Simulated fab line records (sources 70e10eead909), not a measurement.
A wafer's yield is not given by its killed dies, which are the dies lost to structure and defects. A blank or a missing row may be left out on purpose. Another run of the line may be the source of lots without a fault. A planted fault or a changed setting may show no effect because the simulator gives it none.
fab line records	flow nandHarc
[record] lots = 24	wafers = 72	lastDay = 25
route steps=1159 shown P_BONDPAD@371 A_SOURCE_PLATE@416 A_CHANNEL_HOLE_D1@475 A_CHANNEL_FILL_D1@494
lots untouched by any fault: they come from a run of this same line in which no faults occurred
startH: start of the lot's first displayed wafer, in hours after the record's first day	waitH: hours elapsed since this lot's preceding step	" unchanged from the row above	L1.1+2: a row that stands for several wafers	- no value present, or no start provided	* or withheld: withheld	< > ~ a bound
route shown NAME@n: names a module that has steps shown in the file, with the first one's number in the route	usual: the fault-free wafers' mean and standard deviation	same: alike in all rows	chamber/n: place in a boat	sites: readings site by site	_std_site: standard deviation across them	_edge_site: the outer-site mean with the inner-site mean subtracted	radiusMm: for every site, how far away it sits from the centre of the wafer	mask NAME#n: copy n	behind: the most recent tool/chamber to have shaped the wafer	hold: why the lot was held/for how many hours/how that ended	device: names the non-switching transistor (n, p or np)	end of line: the same wafers' tests at the end of the route	for a step that has no rows: nothing shown but its recipe	killed: the dies lost at the first sort to structure and to defects; this is not the yield of the wafer	map: a wafer's dies, x killed, . not, _ none there
set.NAME: the setting that was run; set.NAME@STEP: the one run at that earlier step	model.NAME: the simulator's own value behind a step, which no gauge read
the route's steps for a sample of lots (tables are steps, rows are wafers)
services: when a tool's chamber went out of use (startH, in hours from the record's first day, below 0 if earlier), for how many hours, and the reason
[[steps]]
[step NHARC_P_BONDPAD_STRIP_15]
[recipe] o2FlowSccm = 500	arFlowSccm = 0	biasW = 0	chemistry = O2
[usual] drypumpMotorCurrentA = 5.7/0.38	oesProductAu = 1.005/0.0071	rfVppV = 57.9/0.79	showerheadPlenumPTorr = 3.59/0.14	throttleValvePct = 17.037/0.0087
lot.wafer	tool	chamber	startH	waitH	drypumpMotorCurrentA	oesProductAu	rfHoursCounterH	rfVppV	showerheadPlenumPTorr	throttleValvePct
L075.3	rieDiel-05	1	139.12	0.1	6.0	1.010	47	59.9	3.68	17.042
L075.6	"	0	"	"	6.1	1.009	-	58.3	3.58	17.028
L075.5	"	1	"	"	6.0	1.000	-	58.0	3.68	17.052
L074.4	rieDiel-09	1	140.72	0.1	5.0	1.005	5	58.8	3.68	17.045
L074.6	"	2	"	"	5.7	1.005	-	55.9	3.52	17.024
L074.5	"	3	"	"	6.2	1.006	-	58.4	3.79	17.043
L077.1	rieDiel-05	3	149.81	0.1	6.0	0.998	57	58.1	3.37	17.030
L077.3	"	0	"	"	6.1	1.007	59	58.5	3.58	17.040
L077.5	"	1	"	"	6.0	0.989	-	58.1	3.68	17.036
L078.2	rieDiel-09	2	150.11	0.1	5.7	1.006	6	57.9	3.52	17.029
L078.6	"	0	"	"	5.7	1.014	-	57.5	3.37	17.048
L078.5	"	1	"	"	5.0	1.006	-	58.1	3.68	17.038
L076.4	rieDiel-05	1	150.12	0.1	6.0	1.002	49	57.5	3.68	17.043
L076.1	"	2	"	"	5.4	1.010	56	57.5	3.51	17.033
L076.6	"	1	"	"	6.0	1.002	-	57.3	3.68	17.030
L079.2	rieDiel-09	1	160.67	0.1	5.0	1.002	7	58.4	3.68	17.034
L079.1	"	2	"	"	5.7	0.989	7	59.4	3.52	17.032
L079.6	"	3	"	"	6.2	1.006	-	57.4	3.79	17.037
L080.2	rieDiel-09	1	168.34	0.1	5.0	1.010	7	58.8	3.68	17.054
L080.3	"	2	"	"	5.7	1.002	8	57.6	3.52	17.030
L080.1	"	3	"	"	6.3	1.022	6	57.8	3.79	17.036
L081.3	rieDiel-09	3	169.34	0.1	6.2	1.017	6	57.2	3.79	17.035
L081.4	"	1	"	"	5.1	1.009	7	57.7	3.68	17.031
L081.6	"	3	"	"	6.2	1.009	-	58.1	3.79	17.045
L082.1	rieDiel-09	3	180.50	0.1	6.2	1.012	8	59.2	3.79	17.026
L082.5	"	0	"	"	5.7	1.010	-	56.9	3.37	17.031
L082.4	"	2	"	"	5.8	1.002	-	57.8	3.52	17.036
L084.1	rieDiel-11	0	187.23	0.1	5.3	1.007	58	58.7	3.54	17.044
L084.4	"	1	"	"	5.5	0.996	59	58.6	3.62	17.052
L084.5	"	2	"	"	6.1	1.012	-	57.9	3.78	17.039
L083.2	rieDiel-09	0	197.98	0.1	5.7	1.008	11	57.0	3.37	17.040
L083.4	"	2	"	"	5.8	1.002	12	57.6	3.52	17.013
L083.5	"	1	"	"	5.0	1.015	-	58.3	3.67	17.039
L088.4	rieDiel-09	3	208.73	0.5	6.2	1.000	11	57.9	3.79	17.022
L088.5	"	3	"	"	6.2	1.002	-	59.3	3.79	17.040
L088.6	"	0	"	"	5.7	0.995	-	58.4	3.37	17.044
L087.4	rieDiel-09	0	209.25	0.1	5.8	1.004	12	57.0	3.37	17.034
L087.5	"	1	"	"	5.0	1.008	-	57.7	3.68	17.037
L087.6	"	2	"	"	5.8	1.000	-	58.3	3.52	17.041
L086.1	rieDiel-09	1	209.30	0.1	5.0	1.007	10	58.1	3.67	17.047
L086.2	"	2	"	"	5.7	0.999	12	57.4	3.52	17.033
L086.3	"	3	"	"	6.3	1.004	11	58.0	3.79	17.045
L085.4	rieDiel-11	2	209.51	0.1	6.1	1.013	3	57.8	3.77	17.035
L085.6	"	0	"	"	5.3	1.022	-	57.6	3.53	17.051
L085.5	"	1	"	"	5.5	1.001	-	58.4	3.62	17.032
L089.1	rieDiel-09	3	231.68	0.1	6.3	1.007	14	55.9	3.79	17.014
L089.3	"	2	"	"	5.8	1.001	15	56.8	3.52	17.040
L089.6	"	3	"	"	6.3	1.021	-	58.2	3.79	17.035
L091.2	rieDiel-09	1	232.41	0.1	5.0	1.004	13	56.8	3.67	17.030
L091.4	"	3	"	"	6.3	1.013	14	59.4	3.79	17.045
L091.6	"	0	"	"	5.7	1.001	-	56.4	3.37	17.041
L090.2	rieDiel-11	3	232.93	0.1	5.9	1.008	10	58.1	3.62	17.037
L090.4	"	1	"	"	5.5	0.990	10	58.6	3.61	17.035
L090.5	"	3	"	"	5.9	0.999	-	57.3	3.62	17.049
L093.2	rieDiel-09	3	240.53	0.1	6.2	0.992	15	58.3	3.79	17.052
L093.3	"	0	"	"	5.7	1.001	16	56.9	3.37	17.037
L093.1	"	1	"	"	5.1	1.011	13	58.3	3.67	17.052
L092.2	rieDiel-11	3	240.64	0.1	5.9	0.997	16	58.0	3.62	17.029
L092.3	"	2	"	"	6.1	1.006	14	58.3	3.77	17.038
L092.6	"	0	"	"	5.3	1.009	-	57.8	3.53	17.027
L094.4	rieDiel-09	3	247.66	0.1	6.2	1.006	16	58.9	3.79	17.020
L094.1	"	1	"	"	5.1	0.997	14	57.4	3.67	17.043
L094.6	"	3	"	"	6.3	0.998	-	57.2	3.79	17.040
L095.2	rieDiel-09	2	252.44	0.1	5.8	0.994	18	57.6	3.52	17.017
L095.4	"	3	"	"	6.2	1.009	16	59.6	3.79	17.046
L095.6	"	2	"	"	5.8	1.005	-	57.3	3.52	17.028
L096.3	rieDiel-11	3	262.38	0.1	5.9	1.006	22	57.2	3.62	17.047
L096.2	"	0	"	"	5.3	1.006	21	57.7	3.52	17.038
L096.5	"	3	"	"	5.9	1.007	-	56.5	3.62	17.020
L097.1	rieDiel-05	0	266.38	0.1	6.1	1.014	34	58.1	3.55	17.035
L097.2	"	2	"	"	5.4	1.000	38	57.4	3.49	17.041
L097.6	"	1	"	"	6.0	1.013	-	58.4	3.66	17.043
[step NHARC_A_SOURCE_PLATE_THK_MEAS_09]
[recipe] thkMeasGauge = ellipsometry
[usual] thkNm = 9.7/1
lot.wafer	tool	chamber	startH	waitH	thkNm
L075.3	filmMetro-01	-	151.20	0.4	10.2
L075.5	"	-	"	"	9.3
L075.6	"	-	"	"	9.7
L074.4	filmMetro-02	-	151.20	0.4	8.3
L074.5	"	-	"	"	9.2
L074.6	"	-	"	"	8.4
L077.1	filmMetro-01	-	162.65	0.4	10.2
L077.3	"	-	"	"	8.0
L077.5	"	-	"	"	10.2
L078.2	filmMetro-02	-	162.65	0.4	10.7
L078.5	"	-	"	"	11.6
L078.6	"	-	"	"	8.3
L076.1	filmMetro-01	-	162.67	0.4	9.2
L076.4	"	-	"	"	9.8
L076.6	"	-	"	"	10.3
L079.1	filmMetro-01	-	173.32	0.4	8.6
L079.2	"	-	"	"	10.5
L079.6	"	-	"	"	10.6
L080.1	filmMetro-02	-	180.84	0.4	8.7
L080.2	"	-	"	"	10.1
L080.3	"	-	"	"	10.1
L081.3	filmMetro-01	-	180.85	0.4	11.2
L081.4	"	-	"	"	9.5
L081.6	"	-	"	"	8.7
L082.1	filmMetro-01	-	193.02	0.4	10.3
L082.4	"	-	"	"	8.0
L082.5	"	-	"	"	9.0
L084.1	filmMetro-01	-	199.57	0.4	9.5
L084.4	"	-	"	"	11.2
L084.5	"	-	"	"	9.7
L083.2	filmMetro-01	-	210.03	0.4	10.1
L083.4	"	-	"	"	11.5
L083.5	"	-	"	"	9.4
L087.4	filmMetro-01	-	223.18	0.4	8.0
L087.5	"	-	"	"	9.9
L087.6	"	-	"	"	8.9
L088.4	filmMetro-02	-	223.18	0.4	8.0
L088.5	"	-	"	"	10.3
L088.6	"	-	"	"	10.2
L086.1	filmMetro-02	-	223.19	0.4	10.2
L086.2	"	-	"	"	10.8
L086.3	"	-	"	"	9.6
L085.4	filmMetro-01	-	223.19	0.4	9.2
L085.5	"	-	"	"	9.8
L085.6	"	-	"	"	7.1
L089.1	filmMetro-01	-	243.96	0.4	9.8
L089.3	"	-	"	"	10.5
L089.6	"	-	"	"	8.2
L090.2	filmMetro-02	-	243.96	0.4	8.3
L090.4	"	-	"	"	9.5
L090.5	"	-	"	"	11.0
L091.2	filmMetro-01	-	243.96	0.4	8.6
L091.4	"	-	"	"	9.8
L091.6	"	-	"	"	10.4
L093.1	filmMetro-02	-	252.63	0.4	9.0
L093.2	"	-	"	"	10.7
L093.3	"	-	"	"	12.1
L092.2	filmMetro-01	-	252.64	0.4	9.5
L092.3	"	-	"	"	9.7
L092.6	"	-	"	"	10.7
L094.1	filmMetro-01	-	261.90	0.4	8.6
L094.4	"	-	"	"	9.4
L094.6	"	-	"	"	10.2
L095.2	filmMetro-02	-	261.90	0.4	8.6
L095.4	"	-	"	"	10.1
L095.6	"	-	"	"	9.1
L096.2	filmMetro-02	-	273.79	0.4	8.4
L096.3	"	-	"	"	10.6
L096.5	"	-	"	"	9.5
L097.1	filmMetro-01	-	278.80	0.4	10.9
L097.2	"	-	"	"	11.0
L097.6	"	-	"	"	10.8
[step NHARC_A_CHANNEL_HOLE_D1_ETCH_23]
[recipe] biasV = 5000	sourceW = withheld	pressureMtorr = 20	timeS = 819	arFlowSccm = 375	c4f8FlowSccm = 89.3	o2FlowSccm = 35.7	tempC = -20	targetDepthA = 16000	chemistry = C4F8/O2/Ar
[usual] drypumpMotorCurrentA = 5.8/0.59	showerheadPlenumPTorr = 3.80/0.049	throttleValvePct = 32.155/0.0087
lot.wafer	tool	chamber	startH	waitH	drypumpMotorCurrentA	rfHoursCounterH	showerheadPlenumPTorr	throttleValvePct
L075.3	harEtch-02	1	189.05	0.5	5.4	-	3.75	32.154
L075.5	"	1	"	"	5.4	-	3.75	32.170
L075.6	"	0	"	"	5.2	-	3.87	32.145
L074.4	harEtch-01	1	189.50	0.5	6.2	-	3.83	32.156
L074.5	"	0	"	"	6.7	-	3.83	32.143
L074.6	"	1	"	"	6.2	-	3.83	32.152
L076.1	harEtch-02	1	198.41	0.5	5.4	114	3.74	32.159
L076.4	"	0	"	"	5.2	-	3.87	32.153
L076.6	"	1	"	"	5.4	-	3.74	32.143
L078.2	harEtch-01	0	198.91	0.5	6.6	195	3.82	32.147
L078.5	"	0	"	"	6.7	-	3.82	32.138
L078.6	"	1	"	"	6.2	-	3.82	32.175
L077.1	harEtch-02	0	202.56	0.5	5.2	117	3.87	32.159
L077.3	"	0	"	"	5.2	-	3.87	32.146
L077.5	"	0	"	"	5.2	-	3.87	32.145
L079.1	harEtch-01	0	207.30	0.5	6.6	199	3.82	32.157
L079.2	"	1	"	"	6.2	199	3.82	32.169
L079.6	"	0	"	"	6.7	-	3.82	32.162
L080.1	harEtch-01	1	212.33	0.5	6.2	203	3.82	32.167
L080.2	"	0	"	"	6.6	203	3.82	32.142
L080.3	"	0	"	"	6.7	-	3.82	32.169
L081.4	harEtch-02	0	212.90	0.5	5.2	-	3.86	32.155
L081.3	"	1	"	"	5.4	-	3.74	32.146
L081.6	"	1	"	"	5.4	-	3.74	32.150
L082.1	harEtch-02	0	224.35	0.5	5.2	128	3.86	32.159
L082.4	"	1	"	"	5.4	-	3.73	32.164
L082.5	"	0	"	"	5.2	-	3.86	32.152
L084.1	harEtch-02	0	238.60	0.5	5.2	134	3.86	32.152
L084.4	"	0	"	"	5.2	-	3.86	32.157
L084.5	"	0	"	"	5.2	-	3.86	32.152
L083.2	harEtch-01	0	246.72	0.5	6.7	210	3.81	32.141
L083.4	"	1	"	"	6.2	-	3.81	32.160
L083.5	"	1	"	"	6.1	-	3.81	32.156
L086.1	harEtch-02	0	266.60	0.5	5.2	142	3.85	32.160
L086.2	"	1	"	"	5.4	142	3.73	32.151
L086.3	"	0	"	"	5.2	-	3.85	32.153
L088.4	harEtch-01	0	267.54	0.5	6.6	-	3.81	32.150
L088.5	"	1	"	"	6.2	-	3.81	32.167
L088.6	"	0	"	"	6.6	-	3.81	32.142
L087.4	harEtch-02	1	270.97	0.5	5.4	-	3.72	32.150
L087.6	"	1	"	"	5.4	-	3.72	32.153
L087.5	"	0	"	"	5.2	-	3.85	32.144
L085.4	harEtch-01	0	271.58	0.5	6.6	-	3.81	32.141
L085.5	"	0	"	"	6.7	-	3.81	32.146
L085.6	"	1	"	"	6.1	-	3.81	32.146
L089.1	harEtch-01	1	277.01	0.5	6.2	226	3.81	32.151
L089.3	"	0	"	"	6.6	-	3.81	32.160
L089.6	"	1	"	"	6.2	-	3.80	32.147
L091.2	harEtch-02	0	277.93	0.5	5.2	151	3.85	32.167
L091.4	"	1	"	"	5.4	-	3.72	32.158
L091.6	"	1	"	"	5.4	-	3.72	32.152
L090.2	harEtch-01	0	281.17	0.5	6.6	230	3.80	32.158
L090.4	"	0	"	"	6.6	-	3.80	32.151
L090.5	"	1	"	"	6.2	-	3.80	32.168
L093.2	harEtch-02	0	283.96	0.5	5.2	155	3.84	32.150
L093.1	"	1	"	"	5.4	155	3.72	32.151
L093.3	"	1	"	"	5.4	-	3.72	32.158
L092.2	harEtch-01	0	285.22	0.5	6.7	234	3.80	32.169
L092.3	"	0	"	"	6.7	-	3.80	32.167
L092.6	"	0	"	"	6.6	-	3.80	32.156
L094.1	harEtch-01	0	294.46	0.5	6.6	239	3.80	32.149
L094.4	"	1	"	"	6.2	-	3.80	32.148
L094.6	"	1	"	"	6.2	-	3.80	32.153
L095.2	harEtch-02	1	294.67	0.5	5.4	162	3.71	32.144
L095.4	"	1	"	"	5.4	-	3.71	32.126
L095.6	"	1	"	"	5.4	-	3.71	32.156
L096.2	harEtch-02	1	305.74	0.5	5.4	166	3.71	32.159
L096.3	"	0	"	"	5.2	-	3.84	32.148
L096.5	"	1	"	"	5.4	-	3.71	32.157
L097.2	harEtch-02	0	315.65	0.5	5.2	175	3.83	32.143
L097.1	"	1	"	"	5.4	175	3.71	32.161
L097.6	"	0	"	"	5.2	-	3.83	32.154
[step NHARC_A_CHANNEL_HOLE_D1_ETCH_24]
[recipe] biasV = 5000	sourceW = withheld	pressureMtorr = 20	timeS = 906.2	arFlowSccm = 375	c4f8FlowSccm = 93.8	o2FlowSccm = 31.2	tempC = -20	targetDepthA = 15000	chemistry = C4F8/O2/Ar
[usual] drypumpMotorCurrentA = 5.8/0.58	showerheadPlenumPTorr = 3.79/0.049	throttleValvePct = 32.236/0.0096
lot.wafer	tool	chamber	startH	waitH	drypumpMotorCurrentA	rfHoursCounterH	showerheadPlenumPTorr	throttleValvePct
L075.3	harEtch-02	1	189.77	0.6	5.4	-	3.74	32.213
L075.5	"	1	"	"	5.4	-	3.74	32.231
L075.6	"	0	"	"	5.2	-	3.87	32.248
L074.4	harEtch-01	1	190.23	0.6	6.2	-	3.82	32.254
L074.5	"	0	"	"	6.7	-	3.82	32.240
L074.6	"	1	"	"	6.2	-	3.82	32.223
L076.1	harEtch-02	1	199.11	0.6	5.4	114	3.74	32.245
L076.4	"	0	"	"	5.3	-	3.86	32.237
L076.6	"	1	"	"	5.4	-	3.74	32.238
L078.2	harEtch-01	0	199.60	0.6	6.6	196	3.82	32.225
L078.5	"	0	"	"	6.6	-	3.82	32.222
L078.6	"	1	"	"	6.2	-	3.82	32.240
L077.1	harEtch-02	0	203.26	0.6	5.2	118	3.86	32.240
L077.3	"	0	"	"	5.2	-	3.86	32.232
L077.5	"	0	"	"	5.2	-	3.86	32.253
L079.1	harEtch-01	0	207.99	0.6	6.7	200	3.82	32.241
L079.2	"	1	"	"	6.2	200	3.82	32.222
L079.6	"	0	"	"	6.7	-	3.82	32.238
L080.1	harEtch-01	1	213.03	0.6	6.2	204	3.81	32.248
L080.2	"	0	"	"	6.6	204	3.81	32.238
L080.3	"	0	"	"	6.7	-	3.81	32.235
L081.4	harEtch-02	0	213.62	0.6	5.2	-	3.86	32.234
L081.3	"	1	"	"	5.4	-	3.73	32.240
L081.6	"	1	"	"	5.4	-	3.73	32.244
L082.1	harEtch-02	0	225.05	0.6	5.2	129	3.85	32.244
L082.4	"	1	"	"	5.4	-	3.73	32.233
L082.5	"	0	"	"	5.2	-	3.85	32.231
L084.1	harEtch-02	0	239.30	0.6	5.2	134	3.85	32.241
L084.4	"	0	"	"	5.3	-	3.85	32.225
L084.5	"	0	"	"	5.3	-	3.85	32.237
L083.2	harEtch-01	0	247.42	0.6	6.7	210	3.81	32.231
L083.4	"	1	"	"	6.2	-	3.81	32.232
L083.5	"	1	"	"	6.2	-	3.81	32.237
L086.1	harEtch-02	0	267.29	0.6	5.2	143	3.85	32.248
L086.2	"	1	"	"	5.4	143	3.72	32.235
L086.3	"	0	"	"	5.2	-	3.85	32.225
L088.4	harEtch-01	0	268.27	0.6	6.7	-	3.80	32.235
L088.5	"	1	"	"	6.2	-	3.80	32.272
L088.6	"	0	"	"	6.7	-	3.80	32.226
L087.4	harEtch-02	1	271.68	0.6	5.4	-	3.72	32.225
L087.6	"	1	"	"	5.4	-	3.72	32.245
L087.5	"	0	"	"	5.2	-	3.84	32.237
L085.4	harEtch-01	0	272.29	0.6	6.7	-	3.80	32.253
L085.5	"	0	"	"	6.6	-	3.80	32.237
L085.6	"	1	"	"	6.2	-	3.80	32.235
L089.1	harEtch-01	1	277.72	0.6	6.2	227	3.80	32.228
L089.3	"	0	"	"	6.7	-	3.80	32.253
L089.6	"	1	"	"	6.2	-	3.80	32.223
L091.2	harEtch-02	0	278.64	0.6	5.2	152	3.84	32.238
L091.4	"	1	"	"	5.4	-	3.72	32.231
L091.6	"	1	"	"	5.4	-	3.72	32.249
L090.2	harEtch-01	0	281.88	0.6	6.6	231	3.80	32.213
L090.4	"	0	"	"	6.6	-	3.80	32.228
L090.5	"	1	"	"	6.2	-	3.80	32.248
L093.2	harEtch-02	0	284.68	0.6	5.2	156	3.84	32.245
L093.1	"	1	"	"	5.4	156	3.71	32.238
L093.3	"	1	"	"	5.4	-	3.71	32.245
L092.2	harEtch-01	0	285.91	0.6	6.6	234	3.80	32.235
L092.3	"	0	"	"	6.6	-	3.80	32.236
L092.6	"	0	"	"	6.6	-	3.80	32.232
L094.1	harEtch-01	0	295.16	0.6	6.6	240	3.79	32.236
L094.4	"	1	"	"	6.2	-	3.79	32.255
L094.6	"	1	"	"	6.2	-	3.79	32.218
L095.2	harEtch-02	1	295.38	0.6	5.4	163	3.71	32.236
L095.4	"	1	"	"	5.4	-	3.71	32.222
L095.6	"	1	"	"	5.4	-	3.71	32.227
L096.2	harEtch-02	1	306.44	0.6	5.4	167	3.71	32.240
L096.3	"	0	"	"	5.2	-	3.83	32.251
L096.5	"	1	"	"	5.4	-	3.71	32.227
L097.2	harEtch-02	0	316.35	0.6	5.2	176	3.83	32.243
L097.1	"	1	"	"	5.4	176	3.70	32.240
L097.6	"	0	"	"	5.2	-	3.83	32.222
[step NHARC_A_CHANNEL_FILL_D1_ALD_14]
[recipe] targetThkA = 25	pulseTimeS = 10	aldCycles = 25	tempC = 300	material = SiO2
[usual] heaterPowerW = 483/52	precursorPulseHeightRel = 0.999/0.02
[same] pulseTimeS = 10
lot.wafer	tool	chamber	startH	waitH	heaterPowerW	precursorPulseHeightRel
L075.3	aldHk-02	1	201.89	0.1	405	0.990
L075.5	"	0	"	"	487	0.992
L075.6	"	1	"	"	404	0.997
L074.4	aldHk-03	1	201.99	0.2	444	0.989
L074.6	"	2	"	"	605	1.009
L074.5	"	3	"	"	435	1.012
L078.2	aldHk-03	0	209.88	0.1	511	1.010
L078.5	"	3	"	"	430	0.984
L078.6	"	0	"	"	501	1.006
L076.4	aldHk-01	3	209.88	0.1	452	1.010
L076.1	"	1	"	"	528	0.917
L076.6	"	3	"	"	462	1.011
L077.1	aldHk-02	0	213.99	0.0	488	0.992
L077.3	"	1	"	"	405	1.007
L077.5	"	1	"	"	388	0.995
L079.1	aldHk-03	1	219.14	0.0	448	0.999
L079.2	"	2	"	"	583	0.993
L079.6	"	2	"	"	591	1.016
L081.4	aldHk-03	3	224.17	0.0	425	1.003
L081.3	"	0	"	"	505	1.010
L081.6	"	3	"	"	427	0.997
L080.3	aldHk-03	3	228.54	0.8	408	0.995
L080.2	"	0	"	"	500	0.977
L080.1	"	1	"	"	453	0.990
L082.4	aldHk-02	3	235.78	0.1	576	1.025
L082.1	"	1	"	"	404	0.996
L082.5	"	2	"	"	444	0.983
L084.4	aldHk-02	0	250.06	0.0	487	0.984
L084.1	"	3	"	"	561	1.016
L084.5	"	1	"	"	394	0.993
L083.4	aldHk-01	3	258.09	0.0	475	1.031
L083.2	"	0	"	"	507	1.006
L083.5	"	3	"	"	478	0.979
L086.3	aldHk-03	3	278.08	0.1	429	0.973
L086.2	"	0	"	"	509	0.962
L086.1	"	1	"	"	455	0.996
L088.4	aldHk-03	2	278.38	0.4	588	1.004
L088.6	"	3	"	"	428	1.015
L088.5	"	0	"	"	495	0.966
L087.4	aldHk-01	2	282.33	0.2	478	1.025
L087.6	"	3	"	"	485	0.951
L087.5	"	0	"	"	519	0.982
L085.4	aldHk-01	3	282.48	0.3	471	1.020
L085.5	"	2	"	"	484	1.019
L085.6	"	3	"	"	466	0.952
L089.1	aldHk-01	1	288.53	0.2	494	0.998
L089.3	"	2	"	"	492	1.005
L089.6	"	1	"	"	506	0.993
L091.4	aldHk-01	3	288.75	0.4	482	1.005
L091.2	"	1	"	"	501	0.981
L091.6	"	2	"	"	484	0.965
L090.4	aldHk-02	3	294.36	0.0	526	0.997
L090.2	"	0	"	"	469	1.022
L090.5	"	3	"	"	519	1.027
L093.3	aldHk-03	0	294.36	0.0	511	0.998
L093.1	"	1	"	"	443	0.994
L093.2	"	3	"	"	417	0.961
L092.3	aldHk-01	3	294.45	0.1	491	1.006
L092.2	"	0	"	"	533	0.985
L092.6	"	1	"	"	494	1.014
L094.4	aldHk-02	2	306.00	0.0	465	0.977
L094.1	"	0	"	"	482	1.013
L094.6	"	3	"	"	541	1.000
L095.4	aldHk-01	2	306.00	0.0	492	1.002
L095.2	"	1	"	"	507	0.966
L095.6	"	2	"	"	490	1.001
L096.2	aldHk-02	2	317.12	0.1	456	0.979
L096.3	"	0	"	"	475	0.997
L096.5	"	1	"	"	369	0.970
L097.2	aldHk-02	1	329.53	2.4	385	1.009
L097.1	"	2	"	"	459	0.990
L097.6	"	3	"	"	536	1.051
[step NHARC_A_CHANNEL_FILL_D1_CMP_10]
[recipe] targetThkNm = 150
[usual] motorCurrentA = 12.1/1.2	slurryFlowMlMin = 150.0/0.45	timeToEndpointS = 14.7/2
lot.wafer	tool	chamber	startH	waitH	motorCurrentA	slurryFlowMlMin	timeToEndpointS
L075.3	cmp-04	0	242.01	0.4	11.8	149.6	16.6
L075.5	"	3	"	"	12.6	150.0	18.0
L075.6	"	0	"	"	11.7	149.5	17.0
L074.4	cmp-02	0	242.01	0.4	13.0	150.5	14.7
L074.6	"	3	"	"	12.0	149.9	16.8
L074.5	"	0	"	"	13.0	150.8	14.1
L076.4	cmp-04	1	250.44	0.4	10.1	149.8	16.0
L076.1	"	3	"	"	13.4	149.2	16.4
L076.6	"	2	"	"	11.4	149.8	17.7
L078.2	cmp-01	0	250.45	0.4	10.3	150.8	17.8
L078.6	"	0	"	"	9.8	150.1	12.8
L078.5	"	1	"	"	13.1	150.6	16.0
L077.3	cmp-04	3	254.55	0.4	13.1	149.8	18.0
L077.1	"	0	"	"	11.8	150.0	15.4
L077.5	"	0	"	"	11.7	149.1	16.2
L079.1	cmp-02	2	261.14	0.4	13.3	150.2	14.6
L079.2	"	1	"	"	14.6	149.3	14.9
L079.6	"	3	"	"	12.0	149.8	18.1
L081.4	cmp-01	1	266.77	0.4	13.4	150.0	18.8
L081.3	"	2	"	"	11.8	150.1	15.9
L081.6	"	2	"	"	11.4	150.3	17.6
L080.3	cmp-04	2	266.80	0.4	11.5	150.4	13.0
L080.1	"	3	"	"	13.9	149.9	15.3
L080.2	"	0	"	"	11.5	150.3	12.8
L082.4	cmp-04	0	280.59	0.4	11.4	149.1	15.6
L082.1	"	1	"	"	11.3	150.3	16.3
L082.5	"	2	"	"	11.5	150.0	16.4
L084.1	cmp-04	0	292.12	0.4	12.4	149.7	16.6
L084.4	"	1	"	"	11.3	150.0	15.3
L084.5	"	3	"	"	13.2	149.7	18.1
L083.2	cmp-01	0	299.03	0.4	10.7	150.3	14.0
L083.4	"	1	"	"	12.9	150.0	16.2
L083.5	"	0	"	"	10.1	149.5	14.1
L086.1	cmp-04	2	320.07	0.4	11.4	150.2	15.2
L086.3	"	3	"	"	13.5	149.4	16.9
L086.2	"	0	"	"	11.6	150.5	15.0
L088.4	cmp-01	2	320.07	0.4	11.5	150.2	12.6
L088.6	"	2	"	"	11.8	150.9	13.0
L088.5	"	3	"	"	11.5	149.9	14.2
L087.4	cmp-02	1	323.73	0.4	13.9	149.9	14.7
L087.6	"	0	"	"	13.9	150.3	14.1
L087.5	"	1	"	"	14.5	149.4	15.2
L085.4	cmp-01	1	323.79	0.5	13.3	149.9	14.4
L085.6	"	1	"	"	13.8	149.1	11.6
L085.5	"	2	"	"	10.9	150.6	13.1
L091.4	cmp-01	0	328.77	0.4	10.4	150.6	14.0
L091.2	"	1	"	"	13.3	151.2	14.2
L091.6	"	1	"	"	13.6	150.6	12.0
L089.3	cmp-02	1	328.79	0.4	15.7	150.4	14.7
L089.1	"	3	"	"	12.3	150.5	17.6
L089.6	"	1	"	"	14.8	150.2	16.3
L090.4	cmp-01	0	337.03	0.4	10.4	150.5	12.1
L090.2	"	1	"	"	13.7	150.7	13.9
L090.5	"	0	"	"	9.9	150.0	15.0
L092.2	cmp-04	3	337.06	0.4	13.0	149.5	14.3
L092.3	"	0	"	"	11.3	149.6	11.8
L092.6	"	3	"	"	12.5	149.8	13.0
L093.1	cmp-04	3	340.71	0.4	12.9	149.6	13.3
L093.3	"	0	"	"	11.4	150.6	11.9
L093.2	"	1	"	"	10.9	149.6	10.9
L094.1	cmp-02	2	347.49	0.4	13.3	150.4	14.8
L094.4	"	3	"	"	12.1	150.0	20.5
L094.6	"	3	"	"	12.1	150.2	17.0
L095.4	cmp-01	1	347.49	0.4	13.4	149.7	13.6
L095.2	"	2	"	"	11.0	149.9	13.7
L095.6	"	2	"	"	10.7	150.6	13.9
L096.2	cmp-01	2	361.30	0.4	11.9	149.8	12.0
L096.3	"	0	"	"	10.5	149.7	13.6
L096.5	"	2	"	"	11.2	149.5	12.6
L097.2	cmp-01	1	373.42	0.4	13.1	149.9	13.9
L097.1	"	3	"	"	11.4	150.0	15.3
L097.6	"	2	"	"	11.2	149.6	13.7
[[services]]
tool	chamber	startH	hours	kind
rieDiel-09	3	116.09	2.9	repair
rieDiel-11	1	139.63	2.1	repair
cmp-02	-	146.17	4.0	pm
aldHk-03	-	147.71	10.0	pm
rieDiel-09	-	161.76	0.5	repair
cmp-02	-	164.86	2.7	repair
rieDiel-09	1	170.71	15.8	repair
cmp-01	-	179.50	4.0	pm
aldHk-02	-	185.22	0.8	repair
aldHk-02	-	189.65	1.2	repair
harEtch-01	-	194.45	0.5	repair
cmp-04	-	203.95	4.0	pm
cmp-01	-	214.97	20.2	repair
aldHk-03	-	217.18	1.1	repair
rieDiel-09	-	254.10	9.0	pm
cmp-01	-	254.26	0.6	repair
cmp-01	-	277.50	4.0	pm
aldHk-02	-	281.14	10.0	pm
cmp-01	-	294.84	0.3	repair
cmp-04	-	302.04	4.0	pm
harEtch-01	-	305.00	17.0	pm
cmp-04	-	322.37	5.4	repair
aldHk-03	-	329.62	1.4	repair
cmp-01	-	342.65	1.6	repair
[[key]]
fault none
